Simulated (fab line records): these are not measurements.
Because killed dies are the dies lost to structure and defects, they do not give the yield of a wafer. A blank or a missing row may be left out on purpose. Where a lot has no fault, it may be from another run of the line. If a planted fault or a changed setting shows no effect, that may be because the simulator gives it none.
fab line records + flow n5-finfet
record:
- lots: 3
- wafers: 8
- last-day: 17
route steps=1938 shown BEOL_M0_SAQP@655 BEOL_M0_CUTY@710 BEOL_M4@1111 PASSIVATION@1936
lots untouched by any fault: they come from a run of this same line in which no faults occurred
start-h: hours from the record's opening day to when the first of the lot's shown wafers began + wait-h: hours elapsed since this lot's preceding step + " the same as in the row above + L1.1+2: a row that stands for several wafers + - value missing, or start not given + * or withheld: withheld + < > ~ a bound
route shown NAME@n: names a module that has steps shown in the file, with the first one's number in the route + usual: the fault-free wafers' mean and standard deviation + same: alike in all rows + chamber/n: place in a boat + sites: the reading at each site + _std_site: standard deviation across them + _edge_site: inner sites' mean taken away from outer sites' mean + radius-mm: how far each site lies from the wafer's centre + mask NAME#n: copy n + behind: tool/chamber where the wafer was last shaped + hold: the reason the lot was held/the length of the hold in hours/how it ended + device: the n, p or np transistor that did not switch + end of line: the tests these same wafers got at the end of their route + a step with no rows: only its recipe + killed: dies lost to structure and defects at the first sort, not the wafer's yield + map: a wafer's dies, marking killed ones x, the rest . and places with no die _
set.NAME: the setting the step ran with; set.NAME@STEP: the setting that earlier step ran with + model.NAME: the simulator's own value behind a step, which no gauge read
a table for each step, a row for each wafer; lots at some steps of the route
services: from which hour (start-h, from the record's first day; less than 0 if before it) a tool's chamber was out of use, for how many hours, and why
== steps ==
step: N5_BEOL_M0_SAQP_STRIP_80
recipe:
- chemistry: N2/H2
- temp-c: 40
- n2-flow-sccm: 200
- h2-flow-sccm: 200
- rf-frequency-hz: 6e+07
step: N5_BEOL_M0_SAQP_HM_OPEN_112
recipe:
- chemistry: CHF3/O2
- target: SiO2
- stop-on: a-Si
- target-depth-a: 120
- over-etch-frac: 1.25
- mask-material: SOC
- time-s: 13.5
- pressure-mtorr: 30
- source-w: 650
- bias-w: 170
- Ar_flow_sccm: 200
- CHF3_flow_sccm: 50
- O2_flow_sccm: 5
- ion-energy-ev: 200
- ends: end-point
step: N5_BEOL_M0_SAQP_STRIP_113
recipe:
- chemistry: CHF3/O2
- resist: SiARC
- rf-frequency-hz: 6e+07
step: N5_BEOL_M0_SAQP_MANDREL_ETCH_20
recipe:
- target-depth-a: 600
- chemistry: HBr/Cl2
- target: a-Si
- stop-on: SiNx
- bt-time-s: 10
- mask-material: SOC
- over-etch-frac: 0.5
- time-s: 30
- pressure-mtorr: 10
- icp-w: 800
- bias-w: 75
- HBr_flow_sccm: 150
- Cl2_flow_sccm: 80
- ends: end-point
step: N5_BEOL_M0_SAQP_STRIP_86
recipe:
- chemistry: N2/H2
- power-w: 500
- temp-c: 40
- pressure-mtorr: 50
- rf-frequency-hz: 6e+07
- overash-fraction: 0.3
- bias-power-w: 28
- h2-frac: 0.5
- n2-flow-sccm: 300
- h2-flow-sccm: 300
step: N5_BEOL_M0_SAQP_STRIP_115
recipe:
- chemistry: post-etch-residue-remover
- time-s: 60
- temp-c: 25
- remover-ph: withheld
- remover-water-wt-pct: withheld
- remover-fluoride-wt-pct: withheld
step: N5_BEOL_M0_SAQP_SRD_93
recipe:
- dry: ipa-marangoni
- time-s: 30
- temp-c: 23
- rinse-liquid: diw
step: N5_BEOL_M0_SAQP_RECESS_114
recipe:
- chemistry: HF/NH3
- target: SiO2
- target-depth-a: 144
- afs-cycles: 3
- temp-c: 30
- sublimation-temp-c: 180
- sublimation-time-s: 60
step: N5_BEOL_M0_SAQP_SPACER1_ALD_98
recipe:
- material: SiO2
- target-thk-a: 128
- temp-c: 300
- ald-precursor-family: BDEAS
- ald-co-reactant: O2-plasma
- pulse-time-s: 1
- purge-time-s: 2
- co-reactant-purge-time-s: 2
- ald-cycles: 138
- pressure-torr: 2
step: N5_BEOL_M0_SAQP_SPACER1_ETCHBACK_99
recipe:
- chemistry: CHF3/O2
- mode: anisotropic-etchback
- target: SiO2
- target-depth-a: 154
- time-s: 7.7
- pressure-mtorr: 30
- source-w: 650
- bias-w: 170
- Ar_flow_sccm: 200
- CHF3_flow_sccm: 50
- O2_flow_sccm: 5
- ion-energy-ev: 200
step: N5_BEOL_M0_SAQP_MANDREL1_REMOVE_100
recipe:
- chemistry: HBr/Cl2/O2
- bt-time-s: 10
- target: a-Si
- stop-on: SiNx
- endpoint: OES-SiCl
- over-etch-frac: 0.85
- icp-w: 600
- bias-w: 30
- HBr_flow_sccm: 150
- Cl2_flow_sccm: 80
- O2_flow_sccm: 5
- pressure-mtorr: 10
step: N5_BEOL_M0_SAQP_ETCH_101
recipe:
- chemistry: CH3F/O2
- target: SiNx
- mask-material: SiO2
- target-depth-a: 299
- time-s: 42.7
- pressure-mtorr: 30
- source-w: 395
- bias-w: 73
- Ar_flow_sccm: 150
- CH3F_flow_sccm: 30
- O2_flow_sccm: 20
- ion-energy-ev: 120
usual:
- drypump-motor-current-A: 5.7/0.45
- oes-product-au: 0.78/0.097
- rf-vpp-V: 297/7.5
- showerhead-plenum-p-Torr: 2.03/0.069
- throttle-valve-pct: 16.40/0.3
| lot.wafer | tool        | chamber | start-h | wait-h | drypump-motor-current-A | oes-product-au | rf-hours-counter-h | rf-vpp-V | showerhead-plenum-p-Torr | throttle-valve-pct |
|-----------|-------------|---------|---------|--------|-------------------------|----------------|--------------------|----------|--------------------------|--------------------|
| L236.4    | rie-diel-01 | 0       | 108.33  | 0.2    | 5.9                     | 0.71           | 215                | 291      | 1.97                     | 16.71              |
| L236.5    | "           | 3       | "       | "      | 6.4                     | 0.68           | -                  | 298      | 2.03                     | 16.24              |
| L236.6    | "           | 2       | "       | "      | 5.5                     | 0.74           | -                  | 294      | 2.09                     | 16.60              |
| L249.1    | rie-diel-01 | 1       | 198.53  | 0.1    | 5.2                     | 0.69           | 216                | 292      | 2.08                     | 16.69              |
| L249.2    | "           | 0       | "       | "      | 5.9                     | 0.70           | 244                | 290      | 1.96                     | 16.76              |
| L249.4    | "           | 2       | "       | "      | 5.5                     | 0.72           | 217                | 295      | 2.08                     | 16.67              |
| L256.3    | rie-diel-06 | 3       | 229.62  | 0.1    | 5.1                     | 0.92           | -                  | 284      | 1.97                     | 16.28              |
| L256.6    | "           | 3       | "       | "      | 5.1                     | 0.92           | -                  | 284      | 1.97                     | 16.29              |
step: N5_BEOL_M0_SAQP_ETCH_102
recipe:
- chemistry: CF4
- target: SiO2
- target-depth-a: 40
- ion-energy-ev: 350
- time-s: 4.4
- pressure-mtorr: 10
- icp-w: 800
- bias-w: 400
- cf4-flow-sccm: 80
step: N5_BEOL_M0_SAQP_MANDREL_ETCH_103
recipe:
- chemistry: HBr/Cl2
- target: a-Si
- target-depth-a: 450
- bt-time-s: 10
- stop-on: SiCN
- mask-material: SiO2
- over-etch-frac: 0.8
- time-s: 27
- pressure-mtorr: 10
- icp-w: 800
- bias-w: 75
- HBr_flow_sccm: 150
- Cl2_flow_sccm: 80
- ends: end-point
step: N5_BEOL_M0_SAQP_RECESS_104
recipe:
- chemistry: HF/NH3
- target: SiO2
- target-depth-a: 180
- afs-cycles: 3
- temp-c: 30
- sublimation-temp-c: 180
- sublimation-time-s: 60
step: N5_BEOL_M0_SAQP_COAT_105
recipe:
- resist: SOC
- temp-c: 250
- time-s: 60
- spin-rpm: 1500
- resist-thk-nm: 100
step: N5_BEOL_M0_SAQP_ETCH_106
recipe:
- chemistry: N2/H2
- target: SOC
- target-depth-a: 1500
- stop-on: SiNx
- ion-energy-ev: 100
- bias-w: 61
- pressure-mtorr: 30
- source-w: 850
- n2-flow-sccm: 200
- h2-flow-sccm: 200
step: N5_BEOL_M0_SAQP_ETCH_107
recipe:
- chemistry: CH3F/O2
- target: SiNx
- target-depth-a: 300
- mask-material: SOC
- pressure-mtorr: 30
- source-w: 395
- bias-w: 73
- Ar_flow_sccm: 150
- CH3F_flow_sccm: 30
- O2_flow_sccm: 20
- ion-energy-ev: 120
step: N5_BEOL_M0_SAQP_STRIP_108
recipe:
- chemistry: N2/H2
- power-w: 500
- temp-c: 40
- pressure-mtorr: 50
- rf-frequency-hz: 6e+07
- overash-fraction: 0.3
- bias-power-w: 28
- h2-frac: 0.5
- n2-flow-sccm: 300
- h2-flow-sccm: 300
step: N5_BEOL_M0_SAQP_RECESS_109
recipe:
- chemistry: HF/NH3
- target: SiO2
- target-depth-a: 30
- afs-cycles: 1
- temp-c: 30
- sublimation-temp-c: 180
- sublimation-time-s: 60
step: N5_BEOL_M0_SAQP_SPACER2_ALD_26
recipe:
- material: SiO2
- target-thk-a: 150
- temp-c: 300
- ald-precursor-family: BDEAS
- ald-co-reactant: O2-plasma
- pulse-time-s: 1
- purge-time-s: 2
- co-reactant-purge-time-s: 2
- pressure-torr: 2
step: N5_BEOL_M0_SAQP_SPACER2_ETCHBACK_27
recipe:
- chemistry: CHF3/O2
- mode: anisotropic-etchback
- target: SiO2
- target-depth-a: 225
- time-s: 11.25
- pressure-mtorr: 30
- source-w: 650
- bias-w: 170
- Ar_flow_sccm: 200
- CHF3_flow_sccm: 50
- O2_flow_sccm: 5
- ion-energy-ev: 200
step: N5_BEOL_M0_SAQP_MANDREL2_REMOVE_110
recipe:
- chemistry: HBr/Cl2/O2
- bt-time-s: 10
- target: a-Si
- stop-on: SiCN
- endpoint: OES-SiCl
- over-etch-frac: 1
- icp-w: 600
- bias-w: 30
- HBr_flow_sccm: 150
- Cl2_flow_sccm: 80
- O2_flow_sccm: 5
- pressure-mtorr: 10
step: N5_BEOL_M0_SAQP_COAT_69
recipe:
- resist: SOC
- temp-c: 250
- time-s: 60
- spin-rpm: 1500
- resist-thk-nm: 90
step: N5_BEOL_M0_SAQP_COAT_72
recipe:
- resist: SiARC
- temp-c: 220
- time-s: 60
- spin-rpm: 1500
- resist-thk-nm: 15
step: N5_BEOL_M0_SAQP_COAT_87
recipe:
- resist: underlayer
- temp-c: 205
- time-s: 60
- spin-rpm: 1500
- resist-thk-nm: 5
step: N5_BEOL_M0_SAQP_COAT_34
recipe:
- resist: CAR-EUV
- spin-rpm: 1500
- resist-thk-nm: 30
step: N5_BEOL_M0_SAQP_EBR_36
recipe:
- solvent: PGMEA
- ebr-width-mm: 1.5
step: N5_BEOL_M0_SAQP_SOFTBAKE_35
recipe:
- temp-c: 110
- time-s: 60
- resist: CAR-EUV
step: N5_BEOL_M0_SAQP_EXPOSE_37
recipe:
- mask-id: M0_CUT1
- na: 0.33
- source-shape: annular
- sigma-inner: 0.35
- sigma-outer: 0.8
- polarization: unpolarized
- target-cd-nm: 30
- dose-mj: 44.75
step: N5_BEOL_M0_SAQP_PEB_38
recipe:
- peb-temp-c: 100
- peb-time-s: 60
- resist: CAR-EUV
step: N5_BEOL_M0_SAQP_DEVELOP_39
recipe:
- develop-time-s: 30
- developer: TMAH
- resist: CAR-EUV
- rinse-liquid: surfactant-rinse
- dry: air-spin
- dev-temp-c: 23
step: N5_BEOL_M0_SAQP_INSPECT_42
recipe:
- mode: adi
- inspect-instrument: brightfield
usual:
- raw-defect-count: 279/77
| lot.wafer | tool              | chamber | start-h | wait-h | raw-defect-count |
|-----------|-------------------|---------|---------|--------|------------------|
| L236.4    | defect-inspect-02 | -       | 110.58  | 0.0    | 229              |
| L236.5    | "                 | -       | "       | "      | 213              |
| L236.6    | "                 | -       | "       | "      | 351              |
| L249.1    | defect-inspect-01 | -       | 204.49  | 0.1    | 323              |
| L249.2    | "                 | -       | "       | "      | 216              |
| L249.4    | "                 | -       | "       | "      | 779              |
| L256.3    | defect-inspect-02 | -       | 232.06  | 0.1    | 263              |
| L256.6    | "                 | -       | "       | "      | 341              |
step: N5_BEOL_M0_SAQP_DESCUM_45
recipe:
- chemistry: O2
- time-s: 7
- source-power-w: 50
- bias-power-w: 20
- pressure-mtorr: 20
- rf-frequency-hz: 2.712e+07
- temp-c: 40
- resist: CAR-EUV
- o2-flow-sccm: 225
step: N5_BEOL_M0_SAQP_ETCH_88
recipe:
- chemistry: N2/H2
- target: underlayer
- target-depth-a: 65
- time-s: 5.2
- ion-energy-ev: 200
- mask-material: CAR-EUV
- pressure-mtorr: 30
- source-w: 840
- bias-w: 150
- n2-flow-sccm: 200
- h2-flow-sccm: 200
- ends: cleared
step: N5_BEOL_M0_SAQP_ETCH_73
recipe:
- chemistry: CF4
- target: SiARC
- target-depth-a: 195
- mask-material: CAR-EUV
- time-s: 32.5
- ion-energy-ev: 80
- pressure-mtorr: 40
- source-w: 545
- bias-w: 36
- Ar_flow_sccm: 100
- cf4-flow-sccm: 100
- ends: cleared
step: N5_BEOL_M0_SAQP_CUT_ETCH_46
recipe:
- chemistry: N2/H2
- target: SOC
- target-depth-a: 1350
- overetch-a: 270
- temp-c: 40
- time-s: 202.5
- ion-energy-ev: 200
- mask-material: SiARC
- pressure-mtorr: 30
- source-w: 840
- bias-w: 150
- n2-flow-sccm: 200
- h2-flow-sccm: 200
step: N5_BEOL_M0_SAQP_STRIP_74
recipe:
- chemistry: N2/H2
- temp-c: 40
- n2-flow-sccm: 200
- h2-flow-sccm: 200
- rf-frequency-hz: 6e+07
step: N5_BEOL_M0_CUTY_INSPECT_59
recipe:
- mode: adi
- inspect-instrument: macro
usual:
- raw-defect-count: 2.2/1.7
| lot.wafer | tool              | chamber | start-h | wait-h | raw-defect-count |
|-----------|-------------------|---------|---------|--------|------------------|
| L236.4    | defect-inspect-02 | -       | 112.19  | 0.0    | 1                |
| L236.5    | "                 | -       | "       | "      | 2                |
| L236.6    | "                 | -       | "       | "      | 1                |
| L249.1    | defect-inspect-01 | -       | 206.52  | 0.0    | 1                |
| L249.2    | "                 | -       | "       | "      | 0                |
| L249.4    | "                 | -       | "       | "      | >300             |
| L256.3    | defect-inspect-02 | -       | 235.02  | 0.0    | 3                |
| L256.6    | "                 | -       | "       | "      | 1                |
step: N5_BEOL_M4_RC_MEAS_101
usual:
- DIBL_N: 36.2/2.4
- DIBL_P: 36.2/2.6
- IOFF_N: 0.16/0.045
- IOFF_P: 0.21/0.046
- ION_N: 674/17
- ION_P: 463/11
- SS_N: 71.5/0.77
- SS_P: 73.1/0.76
- VT_N: 250/3.9
- VT_P: -250/3.9
| lot.wafer | tool      | chamber | start-h | wait-h | DIBL_N[mV/V] | DIBL_P[mV/V] | IOFF_N[nA/um] | IOFF_P[nA/um] | ION_N[uA/um] | ION_P[uA/um] | SS_N[mV/dec] | SS_P[mV/dec] | VT_N[mV] | VT_P[mV] |
|-----------|-----------|---------|---------|--------|--------------|--------------|---------------|---------------|--------------|--------------|--------------|--------------|----------|----------|
| L236.4    | prober-02 | 0       | 165.93  | 0.5    | 39.0         | 39.5         | 0.19          | 0.28          | 677          | 477          | 71.6         | 73.6         | 247      | -245     |
| L236.5    | "         | 0       | "       | "      | 42.3         | 43.4         | 0.26          | 0.35          | 689          | 476          | 73.0         | 73.7         | 243      | -243     |
| L236.6    | "         | 0       | "       | "      | 36.1         | 35.6         | 0.13          | 0.20          | 673          | 470          | 71.4         | 72.2         | 253      | -247     |
| L249.1    | prober-01 | 0       | 251.46  | 0.0    | 36.2         | 35.5         | 0.18          | 0.24          | 696          | 482          | 71.6         | 73.2         | 245      | -246     |
| L249.2    | "         | 0       | "       | "      | 34.5         | 33.3         | 0.13          | 0.19          | 673          | 472          | 71.2         | 72.9         | 254      | -251     |
| L249.4    | "         | 0       | "       | "      | 37.4         | 38.0         | 0.20          | 0.28          | 706          | 487          | 71.2         | 73.7         | 248      | -243     |
| L256.3    | prober-02 | 0       | 294.65  | 0.3    | 33.9         | 33.7         | 0.14          | 0.17          | 694          | 471          | 70.7         | 73.0         | 246      | -252     |
| L256.6    | "         | 0       | "       | "      | 34.7         | 35.6         | 0.15          | 0.19          | 697          | 473          | 71.7         | 72.7         | 247      | -250     |
step: N5_PASSIVATION_PROBE_49
usual:
- defect-limited-yield: 91.2/1.4
- killed_at_M0_to_M3: 33/9.5
- killed_at_M4_up: 13/4.7
- killed-at-contacts: 11/5.3
- killed-at-front-end: 42/12
- killed-at-other: 5/3.3
- killed-dies: 104/17
- killed-on-rim: 14/4
- killed-open: 67/12
- killed-short: 33/7.7
- sort_bin_4_leakage: 0.01/0.058
- sort_bin_5_function: 5.1/0.94
- sort_bin_6_memory: 3.3/0.67
- sort-n-pass: 1074/24
- sort-yield-pct: 91.1/2
same:
- gross-dies: 1180
- killed-at-back-side: 0
- sort_bin_8_speed[%]: 0
| lot.wafer | tool      | chamber | start-h | wait-h | defect-limited-yield[%] | killed_at_M0_to_M3 | killed_at_M4_up | killed-at-contacts | killed-at-front-end | killed-at-other | killed-dies | killed-on-rim | killed-open | killed-short | sort_bin_4_leakage[%] | sort_bin_5_function[%] | sort_bin_6_memory[%] | sort-n-pass | sort-yield-pct[%] |
|-----------|-----------|---------|---------|--------|-------------------------|--------------------|-----------------|--------------------|---------------------|-----------------|-------------|---------------|-------------|--------------|-----------------------|------------------------|----------------------|-------------|-------------------|
| L236.4    | prober-02 | -       | 253.78  | 0.2    | 91.1                    | 52                 | 9               | 9                  | 32                  | 3               | 105         | 12            | 66          | 37           | 0                     | 5.2                    | 3.6                  | 1075        | 91.1              |
| L236.5    | prober-02 | -       | 253.83  | 0.2    | 91.8                    | 41                 | 16              | 4                  | 33                  | 3               | 97          | 13            | 69          | 22           | 0.08                  | 4.7                    | 2.6                  | 1082        | 91.7              |
| L236.6    | prober-02 | -       | 253.88  | 0.3    | 91.1                    | 37                 | 13              | 5                  | 44                  | 6               | 105         | 14            | 67          | 38           | 0                     | 5.6                    | 3.0                  | 1075        | 91.1              |
| L249.1    | prober-01 | -       | 379.38  | 1.3    | 92.8                    | 26                 | 15              | 7                  | 30                  | 7               | 85          | 14            | 58          | 26           | 0                     | 4.2                    | 2.9                  | 1095        | 92.8              |
| L249.2    | prober-01 | -       | 379.43  | 1.4    | 91.8                    | 30                 | 15              | 11                 | 31                  | 10              | 97          | 16            | 63          | 30           | 0                     | 4.6                    | 3.3                  | 1083        | 91.8              |
| L249.4    | prober-01 | -       | 379.53  | 1.5    | 83.7                    | 87                 | 19              | 9                  | 60                  | 17              | 192         | 35            | 82          | 45           | 0                     | 9.2                    | 4.8                  | 988         | 83.7              |
| L256.3    | prober-02 | -       | 406.99  | 0.1    | 90.6                    | 26                 | 21              | 19                 | 44                  | 1               | 111         | 21            | 90          | 15           | 0                     | 5.2                    | 3.6                  | 1069        | 90.6              |
| L256.6    | prober-02 | -       | 407.14  | 0.3    | 92.5                    | 32                 | 14              | 8                  | 31                  | 4               | 89          | 17            | 62          | 25           | 0                     | 4.7                    | 2.8                  | 1091        | 92.5              |
killed by level:class
L236.4 BEOL_M2:geometric-particle:open=22 BEOL_M1:geometric-particle:open=10 FIN_SAQP:geometric-particle:short=7 MOL_CONTACT_COAG:geometric-particle:open=6 BEOL_M2:geometric-particle:short=5 STI_FIN_REVEAL:geometric-particle:open=4 GATE_CUT:geometric-particle:short=4 BEOL_M0_SAQP:geometric-particle:open=4
L236.5 BEOL_M2:geometric-particle:open=21 BEOL_M4:geometric-particle:open=8 STI_FIN_REVEAL:geometric-particle:open=7 FIN_SAQP:geometric-particle:short=5 BEOL_M1:geometric-particle:open=5 HKMG_FIN:area-etch=5 DUMMY_GATE:geometric-particle:open=4 MOL_CONTACT_COAG:geometric-particle:open=4
L236.6 BEOL_M2:geometric-particle:open=15 FIN_SAQP:geometric-particle:short=11 FIN_SAQP:geometric-particle:open=8 BEOL_M1:geometric-particle:open=8 BEOL_M2:geometric-particle:short=7 BEOL_M4:geometric-particle:open=7 PASS1_CAP:geometric-particle:open=5 STARTING-WAFER:geometric-particle:short=5
L249.1 FIN_SAQP:geometric-particle:open=9 BEOL_M4:geometric-particle:open=9 STI_FIN_REVEAL:geometric-particle:open=8 BEOL_M0_SAQP:geometric-particle:short=8 BEOL_M2:geometric-particle:open=7 MOL_CONTACT_COAG:geometric-particle:open=6 FIN_SAQP:geometric-particle:short=4 DUMMY_GATE:geometric-particle:open=3
L249.2 FIN_SAQP:geometric-particle:open=10 MOL_CONTACT_COAG:geometric-particle:open=10 FIN_SAQP:geometric-particle:short=7 BEOL_M0_SAQP:geometric-particle:short=6 BEOL_M1:geometric-particle:open=6 BEOL_M5:geometric-particle:open=5 BEOL_M0_SAQP:geometric-particle:open=4 BEOL_M0:geometric-particle:open=4
L249.4 BEOL_M0_SAQP:unspecified=59 FIN_SAQP:geometric-particle:open=16 BEOL_M3:geometric-particle:open=12 STI_FIN_REVEAL:geometric-particle:open=8 MOL_CONTACT_COAG:geometric-particle:open=8 FIN_SAQP:geometric-particle:short=7 BEOL_M5:geometric-particle:open=5 MIM_TOP:geometric-particle:short=5
L256.3 STI_FIN_REVEAL:geometric-particle:open=16 MOL_CONTACT_COAG:geometric-particle:open=16 DUMMY_GATE:geometric-particle:open=9 BEOL_M4:geometric-particle:open=8 BEOL_M0_SAQP:geometric-particle:open=7 BEOL_M2:geometric-particle:open=7 BEOL_M3:geometric-particle:open=7 BEOL_M6:geometric-particle:open=6
L256.6 BEOL_M2:geometric-particle:open=9 BEOL_M3:geometric-particle:open=8 MOL_CONTACT_COAG:geometric-particle:open=7 BEOL_M1:geometric-particle:open=7 DUMMY_GATE:geometric-particle:open=5 BEOL_M4:geometric-particle:open=5 STI_FIN_REVEAL:geometric-particle:open=4 GATE_CUT:geometric-particle:open=4
map L249.4 (x killed, . not)
_________________x...x.......________________
______________...x.......x.....x_____________
___________x......x.x..............__________
__________.....x...xx......x...x...._________
________..xx.......x.................._______
_______x..x.........x..........x..x....______
______x.......x...............x.......x._____
_____.x....x....x.x.......x.....x........____
____...x.......x..........x...............___
___..........x.............................__
___.....x.......xx.....x..........x...x....__
__.....................xxx..x...x.....x....x_
__.x........x...............x........xx....x_
_.....x....x.................................
_.....................x.........x......x.....
_..x......x..x..........x..x.............x...
_.x...x....x....x.x...x...............x......
_.xx............x....................x......x
_xx..x............x................x...xxx...
_....xxx...........x....x.x..x....x...xx..xxx
_......x..........................x.xxxxxxxxx
__..................x...x.x...xx......xxxxxx_
__..........x.........x.......x......xxxxxxx_
___.....x.............x...x.......xxx.xxxxx__
___.........x..x...................xxxxxxxx__
____....x......x.x.........x.........xxxxx___
_____...............x.............xxxxxxx____
______....x..........xx...x..........xxx_____
_______..x.........................x..x______
________....xx........x..............x_______
__________...x...x.x................_________
___________..x.x.................x.__________
______________.....x...x......x._____________
_________________..x.........________________
map L236.4 (x killed, . not)
_________________...x...x....________________
______________............x....._____________
___________.......x.....x.......x.x__________
__________.........................._________
________........................x....._______
_______.....x........................x.______
______x..x........................x....._____
_____..............x.....x...x...........____
____...........................x..........___
___.............x.....x...x.....x..........__
___......................xx........x.......__
__.x.......................x................_
__..xx.................x.............x....x._
_..........................x.................
_.x...........x...xx.......x.................
_................x........xx..xx........xx.x.
_..........x.....x............x.x.x..........
_...............x.........x.x..........x..x..
_...x...........x........x.......x.x......x..
_...........x.......................x.....x..
_........x.x.x..x............................
__...........................x..x..........._
__....x..x......x....................xx....x_
___................................x.....x.__
___..x......x.............x................__
____.........x.......x............x.......___
_____...x..x.......x....xx..x............____
______...........x.........xx.........x._____
_______.....x..........................______
________........x......x..........x..._______
__________.........................._________
___________..x..x....xx............__________
______________....x............._____________
_________________.....x..x...________________
== services ==
| tool        | chamber | start-h | hours | kind                          |
|-------------|---------|---------|-------|-------------------------------|
| rie-diel-01 | 1       | 109.26  | 19.6  | repair                        |
| rie-diel-01 | 0       | 121.21  | 7.5   | repair                        |
| rie-diel-06 | 0       | 123.19  | -     | clean                         |
| rie-diel-06 | 0       | 123.19  | -     | consumable-replace:focus-ring |
| rie-diel-06 | 0       | 123.19  | 19.6  | scheduled-down                |
| rie-diel-06 | 0       | 123.19  | 19.6  | vent-cycle                    |
| rie-diel-01 | 3       | 148.32  | 7.9   | repair                        |
| rie-diel-06 | 3       | 154.22  | -     | clean                         |
| rie-diel-06 | 3       | 154.22  | -     | consumable-replace:focus-ring |
| rie-diel-06 | 3       | 154.22  | 12.6  | scheduled-down                |
| rie-diel-06 | 3       | 154.22  | 12.6  | vent-cycle                    |
| rie-diel-01 | 3       | 156.65  | -     | clean                         |
| rie-diel-01 | 3       | 156.65  | -     | consumable-replace:focus-ring |
| rie-diel-01 | 3       | 156.65  | 21.4  | scheduled-down                |
| rie-diel-01 | 3       | 156.65  | 21.4  | vent-cycle                    |
| rie-diel-01 | 0       | 211.47  | -     | clean                         |
| rie-diel-01 | 0       | 211.47  | -     | consumable-replace:focus-ring |
| rie-diel-01 | 0       | 211.47  | 18.4  | scheduled-down                |
| rie-diel-01 | 0       | 211.47  | 18.4  | vent-cycle                    |
| rie-diel-01 | 2       | 218.89  | 6.3   | repair                        |
| rie-diel-06 | 2       | 227.39  | 4.3   | repair                        |
== key ==
first-sign:
- step: N5_BEOL_M0_SAQP_INSPECT_42
- reading: raw-defect-count
- direction: up
- sigmas: 6.4
- usual: 279
- struck: 779
effect:
- step: N5_BEOL_M0_CUTY_INSPECT_59
- reading: raw-defect-count
- direction: up
- sigmas: 99+
- usual: 2.2
- struck: >300
effect:
- step: N5_PASSIVATION_PROBE_49
- reading: killed_at_M0_to_M3
- direction: up
- sigmas: 5.7
- usual: 33
- struck: 87
more-kills-born-at:
- N5_BEOL_M0_SAQP_ETCH_101@rie-diel-01: 59
met-at N5_BEOL_M0_SAQP_ETCH_101
struck-wafers L249.4
onset-between 108.33 198.53
fault:
- kind: chamber-particle-source
- tool: rie-diel-01
- chamber: 2
- onset-h: 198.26
- steps: N5_BEOL_M0_SAQP_ETCH_101
- rate-per-visit-cm2: 0.88291
- end-h: 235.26
